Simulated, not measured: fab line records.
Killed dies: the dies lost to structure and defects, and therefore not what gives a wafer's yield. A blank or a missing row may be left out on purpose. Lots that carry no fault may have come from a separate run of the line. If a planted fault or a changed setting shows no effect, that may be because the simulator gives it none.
Split-lot experiment :: flow n5-finfet :: route with 1938 steps; 7 lots, 39 wafers read

THE SPLIT ITSELF
At N5_BEOL_M13_TRENCH_ETCH_34 (etches SiOC in C4F8/O2/Ar, target depth 413.47 nm, time 162.6 s), the setting target-depth-a was moved away from the recipe's 4134.7 angstrom on 18 of the 39 wafers read, by -53.0% to +51.0%. This setting was run at the recipe's value on the other wafers.

FROM THE SPLIT TO THE READING: what the file shows between them, 10 steps
- N5_BEOL_M13_STRIP_70: strips in C4F8/O2/Ar
- N5_BEOL_M13_OCD_MEAS_35
- N5_BEOL_M13_STRIP_37: strips in N2/H2
- N5_BEOL_M13_ETCH_38: etches SiCN in CF4/N2, target depth 67.5 nm, time 71.9 s
- N5_BEOL_M13_ECD_47: material Cu, target thk 936 nm
- N5_BEOL_M13_ANNEAL_48: time 90 s
- N5_BEOL_M13_CMP_49: polishes, stops on SiOC, t overpolish 17.1 s, target thk 420 nm
- N5_BEOL_M13_THK_MEAS_50: measures by xrf
- N5_BEOL_M13_PRE_CLEAN_52: time 15 s
- N5_BEOL_M13_DEP_53: deposits SiCN from 3MS/NH3, target thk 50 nm, time 17.8 s

THE READING
M13_RS in ohm/sq, measured at N5_BEOL_M13_RS_MEAS_54 by four-point-probe. Fault-free wafers of this fab line usually give 0.0451 ohm/sq, standard deviation 0.00075 ohm/sq.

wafer: L076.1
tool, chamber at the split: rie-diel-05, 3
target-depth-a as run, angstrom: 4134.7
against the recipe: recipe
M13_RS, ohm/sq: 0.0460
against lot-mates on the recipe: -

wafer: L076.3
tool, chamber at the split: rie-diel-05, 0
target-depth-a as run, angstrom: 4134.7
against the recipe: recipe
M13_RS, ohm/sq: 0.0458
against lot-mates on the recipe: -

wafer: L076.6
tool, chamber at the split: rie-diel-05, 3
target-depth-a as run, angstrom: 4134.7
against the recipe: recipe
M13_RS, ohm/sq: 0.0461
against lot-mates on the recipe: -

wafer: L081.1
tool, chamber at the split: rie-diel-04, 1
target-depth-a as run, angstrom: 4134.7
against the recipe: recipe
M13_RS, ohm/sq: 0.0462
against lot-mates on the recipe: -

wafer: L081.2
tool, chamber at the split: rie-diel-04, 2
target-depth-a as run, angstrom: 4134.7
against the recipe: recipe
M13_RS, ohm/sq: 0.0442
against lot-mates on the recipe: -

wafer: L081.3
tool, chamber at the split: rie-diel-04, 0
target-depth-a as run, angstrom: 6242
against the recipe: +51.0%
M13_RS, ohm/sq: 0.0297
against lot-mates on the recipe: -0.0156

wafer: L081.4
tool, chamber at the split: rie-diel-04, 1
target-depth-a as run, angstrom: 4134.7
against the recipe: recipe
M13_RS, ohm/sq: 0.0455
against lot-mates on the recipe: -

wafer: L081.5
tool, chamber at the split: rie-diel-04, 0
target-depth-a as run, angstrom: 6242
against the recipe: +51.0%
M13_RS, ohm/sq: 0.0294
against lot-mates on the recipe: -0.0159

wafer: L081.6
tool, chamber at the split: rie-diel-04, 2
target-depth-a as run, angstrom: 6242
against the recipe: +51.0%
M13_RS, ohm/sq: 0.0290
against lot-mates on the recipe: -0.0163

wafer: L089.1
tool, chamber at the split: rie-diel-03, 0
target-depth-a as run, angstrom: 2633
against the recipe: -36.3%
M13_RS, ohm/sq: 0.0713
against lot-mates on the recipe: +0.0270

wafer: L089.2
tool, chamber at the split: rie-diel-03, 2
target-depth-a as run, angstrom: 4134.7
against the recipe: recipe
M13_RS, ohm/sq: 0.0440
against lot-mates on the recipe: -

wafer: L089.3
tool, chamber at the split: rie-diel-03, 3
target-depth-a as run, angstrom: 2633
against the recipe: -36.3%
M13_RS, ohm/sq: 0.0711
against lot-mates on the recipe: +0.0268

wafer: L089.4
tool, chamber at the split: rie-diel-03, 1
target-depth-a as run, angstrom: 4134.7
against the recipe: recipe
M13_RS, ohm/sq: 0.0451
against lot-mates on the recipe: -

wafer: L089.5
tool, chamber at the split: rie-diel-03, 1
target-depth-a as run, angstrom: 2633
against the recipe: -36.3%
M13_RS, ohm/sq: 0.0714
against lot-mates on the recipe: +0.0271

wafer: L089.6
tool, chamber at the split: rie-diel-03, 2
target-depth-a as run, angstrom: 4134.7
against the recipe: recipe
M13_RS, ohm/sq: 0.0438
against lot-mates on the recipe: -

wafer: L091.1
tool, chamber at the split: rie-diel-05, 3
target-depth-a as run, angstrom: 5846
against the recipe: +41.4%
M13_RS, ohm/sq: 0.0323
against lot-mates on the recipe: -0.0138

wafer: L091.2
tool, chamber at the split: rie-diel-05, 2
target-depth-a as run, angstrom: 5846
against the recipe: +41.4%
M13_RS, ohm/sq: 0.0321
against lot-mates on the recipe: -0.0140

wafer: L091.3
tool, chamber at the split: rie-diel-05, 1
target-depth-a as run, angstrom: 4134.7
against the recipe: recipe
M13_RS, ohm/sq: 0.0466
against lot-mates on the recipe: -

wafer: L091.4
tool, chamber at the split: rie-diel-05, 0
target-depth-a as run, angstrom: 4134.7
against the recipe: recipe
M13_RS, ohm/sq: 0.0458
against lot-mates on the recipe: -

wafer: L091.5
tool, chamber at the split: rie-diel-05, 3
target-depth-a as run, angstrom: 4134.7
against the recipe: recipe
M13_RS, ohm/sq: 0.0459
against lot-mates on the recipe: -

wafer: L091.6
tool, chamber at the split: rie-diel-05, 2
target-depth-a as run, angstrom: 5846
against the recipe: +41.4%
M13_RS, ohm/sq: 0.0325
against lot-mates on the recipe: -0.0136

wafer: L092.1
tool, chamber at the split: rie-diel-04, 1
target-depth-a as run, angstrom: 4134.7
against the recipe: recipe
M13_RS, ohm/sq: 0.0456
against lot-mates on the recipe: -

wafer: L092.2
tool, chamber at the split: rie-diel-04, 0
target-depth-a as run, angstrom: 4134.7
against the recipe: recipe
M13_RS, ohm/sq: 0.0450
against lot-mates on the recipe: -

wafer: L092.3
tool, chamber at the split: rie-diel-04, 3
target-depth-a as run, angstrom: 4134.7
against the recipe: recipe
M13_RS, ohm/sq: 0.0446
against lot-mates on the recipe: -

wafer: L092.4
tool, chamber at the split: rie-diel-04, 2
target-depth-a as run, angstrom: 5079
against the recipe: +22.8%
M13_RS, ohm/sq: 0.0365
against lot-mates on the recipe: -0.0086

wafer: L092.5
tool, chamber at the split: rie-diel-04, 3
target-depth-a as run, angstrom: 5079
against the recipe: +22.8%
M13_RS, ohm/sq: 0.0363
against lot-mates on the recipe: -0.0088

wafer: L092.6
tool, chamber at the split: rie-diel-04, 2
target-depth-a as run, angstrom: 5079
against the recipe: +22.8%
M13_RS, ohm/sq: 0.0365
against lot-mates on the recipe: -0.0086

wafer: L095.1
tool, chamber at the split: rie-diel-03, 3
target-depth-a as run, angstrom: 4134.7
against the recipe: recipe
M13_RS, ohm/sq: 0.0447
against lot-mates on the recipe: -

wafer: L095.2
tool, chamber at the split: rie-diel-03, 1
target-depth-a as run, angstrom: 4134.7
against the recipe: recipe
M13_RS, ohm/sq: 0.0449
against lot-mates on the recipe: -

wafer: L095.3
tool, chamber at the split: rie-diel-03, 0
target-depth-a as run, angstrom: 3060
against the recipe: -26.0%
M13_RS, ohm/sq: 0.0606
against lot-mates on the recipe: +0.0159

wafer: L095.4
tool, chamber at the split: rie-diel-03, 2
target-depth-a as run, angstrom: 3060
against the recipe: -26.0%
M13_RS, ohm/sq: 0.0596
against lot-mates on the recipe: +0.0149

wafer: L095.5
tool, chamber at the split: rie-diel-03, 0
target-depth-a as run, angstrom: 4134.7
against the recipe: recipe
M13_RS, ohm/sq: 0.0446
against lot-mates on the recipe: -

wafer: L095.6
tool, chamber at the split: rie-diel-03, 1
target-depth-a as run, angstrom: 3060
against the recipe: -26.0%
M13_RS, ohm/sq: 0.0611
against lot-mates on the recipe: +0.0164

wafer: L093.1
tool, chamber at the split: rie-diel-04, 1
target-depth-a as run, angstrom: 1944
against the recipe: -53.0%
M13_RS, ohm/sq: 0.0996
against lot-mates on the recipe: +0.0552

wafer: L093.2
tool, chamber at the split: rie-diel-04, 3
target-depth-a as run, angstrom: 4134.7
against the recipe: recipe
M13_RS, ohm/sq: 0.0443
against lot-mates on the recipe: -

wafer: L093.3
tool, chamber at the split: rie-diel-04, 2
target-depth-a as run, angstrom: 4134.7
against the recipe: recipe
M13_RS, ohm/sq: 0.0444
against lot-mates on the recipe: -

wafer: L093.4
tool, chamber at the split: rie-diel-04, 3
target-depth-a as run, angstrom: 4134.7
against the recipe: recipe
M13_RS, ohm/sq: 0.0444
against lot-mates on the recipe: -

wafer: L093.5
tool, chamber at the split: rie-diel-04, 1
target-depth-a as run, angstrom: 1944
against the recipe: -53.0%
M13_RS, ohm/sq: 0.0974
against lot-mates on the recipe: +0.0530

wafer: L093.6
tool, chamber at the split: rie-diel-04, 2
target-depth-a as run, angstrom: 1944
against the recipe: -53.0%
M13_RS, ohm/sq: 0.0965
against lot-mates on the recipe: +0.0521

FIT RESULTS
A straight line over all 39 wafers: M13_RS changes by -0.000589 ohm/sq for each +1% of target-depth-a; r = -0.92; the points scatter about the line by 0.007 ohm/sq.
The same after taking each lot's own level away (the mean of its wafers on the recipe; 39 wafers): -0.000602 ohm/sq for each +1%; r = -0.92; scatter 0.007 ohm/sq.
According to that fit, moving target-depth-a by its largest amount changes the reading by 0.032 ohm/sq.
The lots' own levels span 0.04430 to 0.04610 ohm/sq, that is 2.4 times the standard deviation above.
Consequently the slope shifts little with the lot-to-lot level, the two slopes agreeing.
Check: for one of the wafers moved furthest among these (-53.0%), held out of the fit, the line's prediction against its lot-mates is +0.0337 ohm/sq. It came out at +0.0552 ohm/sq against them.

FURTHER SPLITS ON THESE WAFERS
Other splits were also applied to these wafers ahead of the reading. Each is held against what the fit with the lots' levels taken away leaves over:
other split on the same wafers: N5_BEOL_M9_HM_DEP_02 target-thk-a
wafers away from the commonest value: 9
r with M13_RS (lot level and that fit taken away): +0.19

other split on the same wafers: N5_BEOL_M11_ALD_74 ald-cycles
wafers away from the commonest value: 12
r with M13_RS (lot level and that fit taken away): -0.07

THE WHOLE CHAIN: every reading that the file lists as answering this split, in the file's order
step: N5_BEOL_M13_TRENCH_ETCH_34
what it does: etches SiOC in C4F8/O2/Ar, target depth 413.47 nm, time 162.6 s
reading: etch.depth-nm (the simulator's own value, which no gauge read)
change (the file's fit): +4.24 nm for each +1% of the setting
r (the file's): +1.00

step: N5_BEOL_M13_OCD_MEAS_35
what it does: 
reading: trench-depth-nm
change (the file's fit): +4.24 nm for each +1% of the setting
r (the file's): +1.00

step: N5_BEOL_M13_CMP_49
what it does: polishes, stops on SiOC, t overpolish 17.1 s, target thk 420 nm
reading: Cu_of_BEOL_M13_ECD_47.thk-nm (the simulator's own value, which no gauge read)
change (the file's fit): +4.24 nm for each +1% of the setting
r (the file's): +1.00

step: N5_BEOL_M13_THK_MEAS_50
what it does: measures by xrf
reading: M13_THK
change (the file's fit): +4.22 for each +1% of the setting
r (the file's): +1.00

step: N5_BEOL_M13_RS_MEAS_54
what it does: measures by four-point-probe
reading: M13_RS
change (the file's fit): -0.000602 for each +1% of the setting
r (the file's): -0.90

THE FILE'S OWN FIT
M13_RS changes by -0.000602 ohm/sq for each +1% of target-depth-a, r = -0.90.
